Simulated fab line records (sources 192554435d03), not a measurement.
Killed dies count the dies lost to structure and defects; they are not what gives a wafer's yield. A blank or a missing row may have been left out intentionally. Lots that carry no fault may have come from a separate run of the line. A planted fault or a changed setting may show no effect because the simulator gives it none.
Chamber matching || flow n5-finfet || N5_BEOL_M1_ALD_84 on ald-metal-02 has 4 sister chambers
The step deposits TaN, pulse time 2 s, purge time 3 s, co reactant purge time 2 s. 16 wafers are shown with their chamber, then 8 later ones without.

EACH WAFER AND ITS CHAMBER
{"wafer": "L075.3", "chamber": 2, "heater-power-w (W)": 467, "precursor-vessel-carrier-sccm (sccm)": 996.5}
{"wafer": "L075.4", "chamber": 3, "heater-power-w (W)": 435, "precursor-vessel-carrier-sccm (sccm)": 1002.1}
{"wafer": "L075.5", "chamber": 2, "heater-power-w (W)": 465, "precursor-vessel-carrier-sccm (sccm)": 1001.4}
{"wafer": "L083.1", "chamber": 1, "heater-power-w (W)": 423, "precursor-vessel-carrier-sccm (sccm)": 1001.2}
{"wafer": "L083.3", "chamber": 0, "heater-power-w (W)": 473, "precursor-vessel-carrier-sccm (sccm)": 1002.4}
{"wafer": "L083.4", "chamber": 2, "heater-power-w (W)": 449, "precursor-vessel-carrier-sccm (sccm)": 998.5}
{"wafer": "L086.2", "chamber": 1, "heater-power-w (W)": 423, "precursor-vessel-carrier-sccm (sccm)": 997.8}
{"wafer": "L086.4", "chamber": 3, "heater-power-w (W)": 434, "precursor-vessel-carrier-sccm (sccm)": 1002.2}
{"wafer": "L086.5", "chamber": 1, "heater-power-w (W)": 422, "precursor-vessel-carrier-sccm (sccm)": 991.0}
{"wafer": "L088.4", "chamber": 0, "heater-power-w (W)": 475, "precursor-vessel-carrier-sccm (sccm)": 993.7}
{"wafer": "L088.5", "chamber": 1, "heater-power-w (W)": 421, "precursor-vessel-carrier-sccm (sccm)": 999.2}
{"wafer": "L088.6", "chamber": 0, "heater-power-w (W)": 488, "precursor-vessel-carrier-sccm (sccm)": 994.6}
{"wafer": "L090.1", "chamber": 1, "heater-power-w (W)": 430, "precursor-vessel-carrier-sccm (sccm)": 1002.9}
{"wafer": "L090.2", "chamber": 3, "heater-power-w (W)": 433, "precursor-vessel-carrier-sccm (sccm)": 1001.2}
{"wafer": "L090.6", "chamber": 0, "heater-power-w (W)": 485, "precursor-vessel-carrier-sccm (sccm)": 1002.0}
{"wafer": "L091.1", "chamber": 3, "heater-power-w (W)": 439, "precursor-vessel-carrier-sccm (sccm)": 1005.8}

SIGNATURES, as means of the wafers listed above
{"reading": "heater-power-w", "chamber 0": 480.25, "chamber 1": 423.80, "chamber 2": 460.33, "chamber 3": 435.25, "scatter within a chamber": 5.98}
{"reading": "precursor-vessel-carrier-sccm", "chamber 0": 998.175, "chamber 1": 998.420, "chamber 2": 998.800, "chamber 3": 1002.825, "scatter within a chamber": 3.8}
Rule: a wafer's distance from a chamber is the root of the sum, over the readings, of the square of ((its reading less the chamber's mean) divided by the reading's scatter). If the next closest chamber is less than 2 further off than the closest, the wafer can't be placed; otherwise it belongs to the closest. The scatter: the root of (the sum of the squares of (reading less its chamber's mean) over the shown wafers, divided by (wafers less chambers)).

WAFERS WHOSE CHAMBER IS MISSING
{"wafer": "L091.2", "heater-power-w (W)": 465, "precursor-vessel-carrier-sccm (sccm)": 1005.1}
{"wafer": "L091.3", "heater-power-w (W)": 415, "precursor-vessel-carrier-sccm (sccm)": 1004.4}
{"wafer": "L093.1", "heater-power-w (W)": 434, "precursor-vessel-carrier-sccm (sccm)": 998.0}
{"wafer": "L093.2", "heater-power-w (W)": 460, "precursor-vessel-carrier-sccm (sccm)": 998.1}
{"wafer": "L093.6", "heater-power-w (W)": 459, "precursor-vessel-carrier-sccm (sccm)": 1006.5}
{"wafer": "L096.2", "heater-power-w (W)": 499, "precursor-vessel-carrier-sccm (sccm)": 997.5}
{"wafer": "L096.5", "heater-power-w (W)": 455, "precursor-vessel-carrier-sccm (sccm)": 999.2}
{"wafer": "L096.6", "heater-power-w (W)": 420, "precursor-vessel-carrier-sccm (sccm)": 998.5}

WHICH CHAMBER EACH WENT THROUGH
{"wafer": "L091.2", "from the rows above": "can't be placed: 2 or 0", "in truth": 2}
{"wafer": "L091.3", "from the rows above": "can't be placed: 1 or 3", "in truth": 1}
{"wafer": "L093.1", "from the rows above": "can't be placed: 3 or 1", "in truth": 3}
{"wafer": "L093.2", "from the rows above": 2, "in truth": 2}
{"wafer": "L093.6", "from the rows above": 2, "in truth": 2}
{"wafer": "L096.2", "from the rows above": 0, "in truth": 0}
{"wafer": "L096.5", "from the rows above": 2, "in truth": 2}
{"wafer": "L096.6", "from the rows above": 1, "in truth": 1}
Placed correctly: 5 of 8. From these rows, 3 cannot be placed; in 3 the true chamber is one of the candidates. Number placed wrongly: 0.
